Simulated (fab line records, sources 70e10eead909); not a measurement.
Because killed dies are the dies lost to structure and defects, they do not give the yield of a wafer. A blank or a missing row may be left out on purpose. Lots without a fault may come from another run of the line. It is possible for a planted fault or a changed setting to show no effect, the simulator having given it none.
The tool behind it: which one?    flow nand_harc    37 wafers sampled from 13 lots at 1 step of a route of 1159

## WHAT THE GAUGES READ, wafer by wafer
NHARC_A_SLIT_OVL_MEAS_10.
lot   measured      on          overlay_x_nm (nm)  overlay_y_nm (nm)
L811  day 14 17:04  overlay-02  0.2 0.2 0.3        -0.3 0.2 -0.1
L810  day 14 17:36  overlay-02  -0.3 -0.2 -0.2     -0.2 0.2 -0.2
L814  day 14 22:36  overlay-02  0.8 0.6 -0.1       -1.4 -1.2 -1.9
L809  day 14 22:54  overlay-01  0.1 -0.3 -0.6      -0.3 -0.2 -0.4
L818  day 16 09:31  overlay-02  0.7 0.3 0.3        -1.3 -1.3 -1.2
L817  day 16 10:37  overlay-01  -0.7 -0.1 -0.8     0.0 0.4 -0.3
L819  day 16 21:52  overlay-01  1.4 1.0 1.2        0.3 0.3 1.0
L820  day 17 09:26  overlay-01  -0.2 -0.8 0.0      -1.5 -1.0 -1.1
L822  day 17 16:28  overlay-01  -1.0 -1.0 -0.9     -0.5 -0.8 -0.6
L825  day 18 06:16  overlay-02  -0.7 -0.4 -0.6     -0.8 0.3 -0.5
L826  day 18 15:30  overlay-02  -0.5 -0.4          0.4 0.1
L828  day 19 04:48  overlay-02  0.7 1.5            0.8 1.0
L832  day 19 14:18  overlay-02  0.0 -0.3 -0.5      -0.7 0.0 -0.1

## WHAT TOOL EACH LOT RAN ON (gives the tool, then ch and the chambers of the sampled wafers, and finally the start)
Before these readings, the record contains no process step.

## WHAT THE TOOLS THEMSELVES READ (means of the sampled wafers that have a number; where no wafer has one, the mark that the record gives instead)
The record holds no such reading with a usual standard deviation.

## THE ANSWER, worked out from the rows above alone
Rule: what is usual is taken from the lots themselves. Put in order of their means at a reading, lots are off if they are a third of the lots or fewer, leave a main group of 4 or more, and stand apart from it by a gap of 3 or more times the standard deviation of the main group's means; of several such gaps the widest counts. If all means in a main group match to the digits the tables above print for the reading, that group is not used. A lot without any number at a reading at which 4 lots or more have one is off too. All remaining lots with rows at the step are treated as sound. First the gauges in route order, then the tools' own readings, where a lot's mean is used as printed above. At the first step where some lot is off, the reading lying furthest off is the one used; lots without a number count as furthest.
None of the lots is off at any reading shown; this tells nothing.

## WHAT HAD BEEN PUT IN BY THE SIMULATOR
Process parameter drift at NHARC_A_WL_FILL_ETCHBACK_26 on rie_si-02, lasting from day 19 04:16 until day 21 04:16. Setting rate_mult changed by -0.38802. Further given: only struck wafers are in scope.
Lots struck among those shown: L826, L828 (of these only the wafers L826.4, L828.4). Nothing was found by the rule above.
